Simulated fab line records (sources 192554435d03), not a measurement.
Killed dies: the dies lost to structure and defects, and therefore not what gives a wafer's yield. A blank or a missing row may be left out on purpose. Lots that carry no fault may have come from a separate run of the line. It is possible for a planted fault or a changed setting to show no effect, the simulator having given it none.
Chamber matching ; flow n5 finfet ; 4 sister chambers for N5_BEOL_M7_ETCH_65 on rie diel-06
The step etches SiARC in CF4, target depth 15.6 nm, time 26 s. 20 wafers are shown with their chamber, then 10 later ones without.

## WAFERS PAIRED WITH THEIR CHAMBERS
wafer;chamber;showerhead plenum p Torr (Torr);drypump motor current A (A);throttle valve pct (%)
L080.1;3;2.05;5.87;15.54
L080.2;1;2.05;5.63;15.67
L080.6;3;2.05;5.88;15.55
L083.2;1;2.04;5.66;15.68
L083.3;2;2.30;5.32;15.50
L083.4;3;2.05;5.86;15.54
L086.1;2;2.29;5.31;15.52
L086.3;0;2.08;5.57;15.34
L086.5;2;2.29;5.32;15.49
L084.4;3;2.05;5.90;15.57
L084.5;1;2.04;5.65;15.69
L084.6;2;2.29;5.34;15.50
L087.3;3;2.05;5.86;15.56
L087.4;1;2.04;5.64;15.72
L087.6;2;2.29;5.31;15.52
L091.4;0;2.08;5.57;15.36
L091.5;2;2.29;5.34;15.54
L091.6;1;2.04;5.66;15.71
L093.1;2;2.29;5.35;15.53
L093.2;3;2.04;5.86;15.59

SIGNATURES, as means of the wafers listed above
reading;chamber 0;chamber 1;chamber 2;chamber 3;scatter within a chamber
showerhead plenum p Torr;2.0800;2.0420;2.2914;2.0483;0.00395
drypump motor current A;5.5700;5.6480;5.3271;5.8717;0.0148
throttle valve pct;15.3500;15.6940;15.5143;15.5583;0.019
Rule: for a wafer and a chamber, the distance is found by dividing, reading by reading, the gap between the wafer's reading and the chamber's mean by the reading's scatter, squaring, summing and taking the root. If the next closest chamber is less than 2 further off than the closest, the wafer can't be placed; otherwise it belongs to the closest. How the scatter is found: for the shown wafers, subtract from each reading the mean of its chamber, square and add these, divide the total by (wafers less chambers), then take the root.

## WAFERS WHOSE CHAMBER IS MISSING
wafer;showerhead plenum p Torr (Torr);drypump motor current A (A);throttle valve pct (%)
L093.5;2.29;5.31;15.53
L092.1;2.04;5.87;15.62
L092.3;2.29;5.35;15.56
L092.4;2.07;5.57;15.37
L095.4;2.04;5.62;15.74
L095.5;2.03;5.66;15.72
L095.6;2.29;5.31;15.57
L096.3;2.04;5.85;15.63
L096.5;2.04;5.84;15.60
L096.6;2.07;5.57;15.38

## WHICH CHAMBER EACH ONE RAN IN
wafer;from the rows above;in truth
L093.5;2;2
L092.1;3;3
L092.3;2;2
L092.4;0;0
L095.4;1;1
L095.5;1;1
L095.6;2;2
L096.3;3;3
L096.5;3;3
L096.6;0;0
Correct placement for 10 of the 10. Can't be placed from these rows: 0. Wrongly placed: 0.
